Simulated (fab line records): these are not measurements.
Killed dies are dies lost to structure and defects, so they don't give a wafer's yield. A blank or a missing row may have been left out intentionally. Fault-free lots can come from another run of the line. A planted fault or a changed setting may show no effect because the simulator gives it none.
Matching of chambers	flow n5Finfet	rieDiel-05 running N5_BEOL_M15_ETCH_61: 4 sister chambers
The step etches BARC in N2/H2, target depth 89 nm, overetch 26.7 nm, time 67.9 s. 8 wafers are shown with their chamber, then 8 later ones without.

== WAFERS WITH THEIR CHAMBER ==
wafer	chamber	showerheadPlenumPTorr (Torr)	throttleValvePct (%)
L077.1	1	2.48	17.71
L081.3	2	2.57	17.65
L085.2	1	2.47	17.70
L085.6	2	2.57	17.65
L087.3	0	2.49	17.65
L087.5	3	2.53	18.04
L087.6	0	2.49	17.66
L088.1	3	2.53	18.04

== WAFERS WHOSE CHAMBER IS MISSING ==
wafer	showerheadPlenumPTorr (Torr)	throttleValvePct (%)
L088.2	2.47	17.73
L088.5	2.49	17.65
L089.1	2.47	17.74
L089.3	2.49	17.65
L089.4	2.53	18.04
L092.2	2.53	18.06
L092.5	2.47	17.75
L092.6	2.56	17.68

== WHICH CHAMBER EACH WENT THROUGH ==
wafer	from the rows above	in truth
L088.2	1	1
L088.5	0	0
L089.1	1	1
L089.3	0	0
L089.4	3	3
L092.2	3	3
L092.5	1	1
L092.6	2	2
Placed correctly: 8 of 8. Left unplaced by these rows: 0. Placed wrongly: 0.
How it was worked out, from the rows above alone: a wafer's distance from a chamber is the root of the sum, over the readings, of the square of ((its reading less the chamber's mean) divided by the reading's scatter). If the next closest chamber is less than 2 further off than the closest, the wafer can't be placed; otherwise it belongs to the closest. For every chamber, the mean is computed from those of its wafers that are shown. How the scatter is found: for the shown wafers, subtract from each reading the mean of its chamber, square and add these, divide the total by (wafers less chambers), then take the root.
